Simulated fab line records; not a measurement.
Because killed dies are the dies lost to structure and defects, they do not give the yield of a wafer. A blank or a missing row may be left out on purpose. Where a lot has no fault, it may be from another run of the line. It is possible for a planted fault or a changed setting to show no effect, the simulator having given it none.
Which tool did it? + flow n5_finfet + Sampling: 10 lots, 30 wafers, 5 of 1938 route steps

## WHAT THE GAUGES SHOWED, per wafer
N5_MOL_CONTACT_COAG_INSPECT_42: inspects for defects (brightfield). Usual: raw_defect_count at 199, with a standard deviation of 57.
| lot  | measured     | on                | raw_defect_count | flag |
|------|--------------|-------------------|------------------|------|
| L994 | day 5 15:39  | defect_inspect-02 | 227 245 257      |      |
| L995 | day 5 19:17  | defect_inspect-02 | 211 234 294      |      |
| L999 | day 6 20:17  | defect_inspect-01 | 155 143 206      |      |
| L100 | day 6 23:42  | defect_inspect-02 | 156 110 172      |      |
| L106 | day 8 08:08  | defect_inspect-01 | 251 275 296      |      |
| L110 | day 9 09:41  | defect_inspect-02 | 221 237 211      |      |
| L112 | day 9 21:22  | defect_inspect-02 | 231 174 152      |      |
| L113 | day 10 04:26 | defect_inspect-01 | 140 129 116      |      |
| L114 | day 10 12:05 | defect_inspect-01 | 193 168 120      |      |
| L116 | day 10 21:37 | defect_inspect-01 | 194 184 110      |      |

N5_BEOL_M4_RC_MEAS_101. Usual: DIBL_N 36.5 mV/V, standard deviation 1.4; DIBL_P 36.6 mV/V, standard deviation 1.6; IOFF_N 0.160 nA/um, standard deviation 0.024; IOFF_P 0.217 nA/um, standard deviation 0.029; ION_N 674 uA/um, standard deviation 8.7; ION_P 464 uA/um, standard deviation 6.5; SS_N 71.6 mV/dec, standard deviation 0.47; SS_P 73.4 mV/dec, standard deviation 0.57; VT_N 250.0 mV, standard deviation 2.5; VT_P -250 mV, standard deviation 3.1.
| lot  | measured     | on        | DIBL_N (mV/V)  | DIBL_P (mV/V)  | IOFF_N (nA/um)    | IOFF_P (nA/um)    | ION_N (uA/um) | ION_P (uA/um) | SS_N (mV/dec)  | SS_P (mV/dec)  | VT_N (mV)         | VT_P (mV)      | flag |
|------|--------------|-----------|----------------|----------------|-------------------|-------------------|---------------|---------------|----------------|----------------|-------------------|----------------|------|
| L994 | day 8 06:04  | prober-02 | 34.3 35.2 35.5 | 35.8 36.7 36.3 | 0.140 0.143 0.152 | 0.193 0.203 0.208 | 663 666 671   | 465 461 462   | 71.6 71.8 71.7 | 72.8 72.6 73.3 | 250.5 251.5 249.1 | -251 -251 -249 |      |
| L995 | day 8 17:36  | prober-01 | 36.9 34.8 37.4 | 37.8 34.3 37.7 | 0.177 0.138 0.188 | 0.222 0.175 0.220 | 669 678 690   | 460 463 466   | 71.7 70.9 71.8 | 73.2 73.1 74.0 | 248.6 253.1 247.8 | -249 -252 -250 |      |
| L999 | day 9 20:58  | prober-01 | 36.2 35.4 36.4 | 36.6 34.5 37.0 | 0.161 0.140 0.168 | 0.244 0.202 0.238 | 670 670 679   | 472 462 470   | 71.7 71.5 71.6 | 74.0 72.5 73.5 | 248.0 250.6 248.6 | -245 -246 -246 |      |
| L100 | day 10 00:01 | prober-01 | 38.3 35.9 37.5 | 38.1 33.7 36.4 | 0.188 0.130 0.166 | 0.269 0.193 0.238 | 683 663 663   | 473 467 462   | 71.7 71.6 72.2 | 74.7 72.2 73.8 | 248.0 253.9 250.4 | -245 -249 -250 |      |
| L106 | day 11 17:27 | prober-01 | 36.7 36.7 37.4 | 37.3 37.1 37.0 | 0.152 0.151 0.160 | 0.193 0.202 0.198 | 677 673 665   | 458 455 454   | 72.3 71.3 71.6 | 73.5 74.2 73.4 | 249.6 251.6 251.6 | -254 -253 -254 |      |
| L110 | day 12 06:28 | prober-02 | 35.3 36.1 35.7 | 34.2 35.6 35.5 | 0.112 0.127 0.127 | 0.167 0.185 0.185 | 653 663 666   | 454 462 462   | 71.0 71.2 71.4 | 72.3 73.1 73.3 | 253.4 254.9 253.7 | -255 -252 -252 |      |
| L112 | day 13 00:58 | prober-02 | 36.2 35.5 36.5 | 36.9 36.7 37.8 | 0.150 0.149 0.161 | 0.209 0.202 0.225 | 667 673 674   | 461 465 464   | 72.2 71.7 72.0 | 73.3 73.1 73.4 | 252.9 250.4 252.8 | -251 -252 -250 |      |
| L113 | day 13 06:30 | prober-01 | 36.0 35.5 34.7 | 36.0 34.9 33.0 | 0.152 0.131 0.125 | 0.212 0.190 0.175 | 674 667 667   | 466 456 465   | 71.5 71.3 71.0 | 72.5 72.5 72.0 | 253.1 253.4 252.4 | -250 -251 -250 |      |
| L114 | day 12 22:23 | prober-01 | 35.9 34.7 35.5 | 35.8 34.1 34.8 | 0.153 0.133 0.139 | 0.224 0.208 0.221 | 681 670 662   | 465 466 465   | 71.5 70.7 71.4 | 73.0 73.3 73.3 | 249.2 252.9 250.5 | -249 -246 -246 |      |
| L116 | day 13 16:08 | prober-02 | 37.0 36.4 36.7 | 36.3 36.3 36.4 | 0.169 0.166 0.173 | 0.218 0.213 0.222 | 677 682 680   | 459 464 464   | 72.2 71.4 72.0 | 72.9 74.0 73.8 | 249.2 247.6 247.2 | -251 -252 -249 |      |

## WHAT TOOL EACH LOT RAN ON (gives the tool, then ch and the chambers of the sampled wafers, and finally the start)
| lot  | N5_MOL_CONTACT_COAG_ALD_123       | N5_MOL_CONTACT_COAG_COAT_64       | N5_MOL_CONTACT_COAG_DESCUM_45      |
|------|-----------------------------------|-----------------------------------|------------------------------------|
| L994 | ald_sin-01 ch 0,3, day 5 13:07    | litho_track-01 ch 0, day 5 15:10  | rie_diel-06 ch 1,2,3, day 5 15:47  |
| L995 | ald_sin-02 ch 0,1,3, day 5 17:06  | litho_track-05 ch 0, day 5 18:55  | rie_diel-06 ch 2,3, day 5 19:19    |
| L999 | ald_sin-03 ch 0,3, day 6 17:52    | litho_track-01 ch 0, day 6 19:48  | rie_diel-02 ch 0,2,3, day 6 20:22  |
| L100 | ald_sin-03 ch 0,1,2, day 6 19:46  | litho_track-01 ch 0, day 6 23:13  | rie_diel-02 ch 0,1,2, day 6 23:44  |
| L106 | ald_sin-01 ch 2,3, day 8 05:56    | litho_track-05 ch 0, day 8 07:46  | rie_diel-02 ch 1,2,3, day 8 08:10  |
| L110 | ald_sin-01 ch 0,2,3, day 9 07:17  | litho_track-04 ch 0, day 9 09:19  | rie_diel-02 ch 0,1, day 9 09:43    |
| L112 | ald_sin-01 ch 0,1,3, day 9 18:48  | litho_track-05 ch 0, day 9 20:52  | rie_diel-02 ch 0,1,3, day 9 21:23  |
| L113 | ald_sin-02 ch 0,1,3, day 10 01:50 | litho_track-04 ch 0, day 10 04:05 | rie_diel-06 ch 0,2,3, day 10 04:29 |
| L114 | ald_sin-03 ch 0,1,2, day 10 09:44 | litho_track-01 ch 0, day 10 11:36 | rie_diel-01 ch 0,1,3, day 10 12:07 |
| L116 | ald_sin-02 ch 0,2,3, day 10 19:19 | litho_track-05 ch 0, day 10 21:16 | rie_diel-06 ch 0,1,2, day 10 21:50 |
- N5_MOL_CONTACT_COAG_ALD_123: deposits SiNx, target thk 5 nm, pulse time 1 s, purge time 2 s.
- N5_MOL_CONTACT_COAG_COAT_64: time 60 s, resist thk 10 nm.
- N5_MOL_CONTACT_COAG_DESCUM_45: chemistry O2, time 7 s.

## AS READ BY THE TOOLS THEMSELVES (means over the sampled wafers that have a number; for cases with no such wafer, the mark the record gives instead)
N5_MOL_CONTACT_COAG_ALD_123. Usual: heater_power_w 812 W, standard deviation 83; precursor_pulse_height_rel 1.000, standard deviation 0.021.
| lot  | tool       | heater_power_w (W) | precursor_pulse_height_rel | flag |
|------|------------|--------------------|----------------------------|------|
| L994 | ald_sin-01 | 863                | 1.000                      |      |
| L995 | ald_sin-02 | 883                | 1.009                      |      |
| L999 | ald_sin-03 | 769                | 1.008                      |      |
| L100 | ald_sin-03 | 725                | 1.017                      |      |
| L106 | ald_sin-01 | 862                | 0.991                      |      |
| L110 | ald_sin-01 | 820                | 0.988                      |      |
| L112 | ald_sin-01 | 806                | 0.981                      |      |
| L113 | ald_sin-02 | 861                | 0.987                      |      |
| L114 | ald_sin-03 | 723                | 1.003                      |      |
| L116 | ald_sin-02 | 874                | 1.011                      |      |

N5_MOL_CONTACT_COAG_COAT_64. Usual: spin_speed_rpm at 1499.9 rpm, with a standard deviation of 1.1.
| lot  | tool           | spin_speed_rpm (rpm) | flag |
|------|----------------|----------------------|------|
| L994 | litho_track-01 | 1498.4               |      |
| L995 | litho_track-05 | 1499.5               |      |
| L999 | litho_track-01 | 1580.6               | OFF  |
| L100 | litho_track-01 | 1581.3               | OFF  |
| L106 | litho_track-05 | 1500.2               |      |
| L110 | litho_track-04 | 1500.1               |      |
| L112 | litho_track-05 | 1499.5               |      |
| L113 | litho_track-04 | 1500.7               |      |
| L114 | litho_track-01 | 1500.0               |      |
| L116 | litho_track-05 | 1499.7               |      |

N5_MOL_CONTACT_COAG_DESCUM_45. Usual: drypump_motor_current_A 5.8 A, standard deviation 0.48; oes_product_au 0.78 a.u., standard deviation 0.081; rf_vpp_V 243.6 V, standard deviation 1.4; showerhead_plenum_p_Torr 2.11 Torr, standard deviation 0.083; throttle_valve_pct 20.41 %, standard deviation 0.22.
| lot  | tool        | drypump_motor_current_A (A) | oes_product_au (a.u.) | rf_vpp_V (V) | showerhead_plenum_p_Torr (Torr) | throttle_valve_pct (%) | flag |
|------|-------------|-----------------------------|-----------------------|--------------|---------------------------------|------------------------|------|
| L994 | rie_diel-06 | 5.6                         | 0.74                  | 244.3        | 2.11                            | 20.63                  |      |
| L995 | rie_diel-06 | 5.8                         | 0.76                  | 244.1        | 2.15                            | 20.72                  |      |
| L999 | rie_diel-02 | 5.8                         | 0.75                  | 242.4        | 2.07                            | 20.30                  |      |
| L100 | rie_diel-02 | 6.0                         | 0.73                  | 244.0        | 2.11                            | 20.39                  |      |
| L106 | rie_diel-02 | 6.2                         | 0.74                  | 244.0        | 2.12                            | 20.36                  |      |
| L110 | rie_diel-02 | 6.2                         | 0.78                  | 244.7        | 2.18                            | 20.37                  |      |
| L112 | rie_diel-02 | 5.9                         | 0.79                  | 243.9        | 2.13                            | 20.28                  |      |
| L113 | rie_diel-06 | 5.8                         | 0.79                  | 243.9        | 2.10                            | 20.58                  |      |
| L114 | rie_diel-01 | 5.8                         | 0.77                  | 243.9        | 2.12                            | 20.41                  |      |
| L116 | rie_diel-06 | 5.4                         | 0.83                  | 243.1        | 2.08                            | 20.42                  |      |

## THE ANSWER, worked out from the rows above alone
Rule: lot off if the mean of its wafers having a number is beyond 3 standard deviations from the usual mean. Also off: a lot with no number at a reading for which 4 or more lots have one. The other lots that the step has rows for count as sound. Order of review: gauges by route order, followed by the tools' own readings, for which a lot's mean as printed above is used. The first step at which some lot is off is used, and at that step the reading that is off furthest; a lot without a number counts as furthest.
Off at N5_MOL_CONTACT_COAG_COAT_64 (spin_speed_rpm): L999, L100.
A tool fits if, at that step or a process step before it, it ran every lot that is off, and no sound lot after the first of them. Not one of the candidates tried fits.

## WHAT WAS PUT IN BY THE SIMULATOR
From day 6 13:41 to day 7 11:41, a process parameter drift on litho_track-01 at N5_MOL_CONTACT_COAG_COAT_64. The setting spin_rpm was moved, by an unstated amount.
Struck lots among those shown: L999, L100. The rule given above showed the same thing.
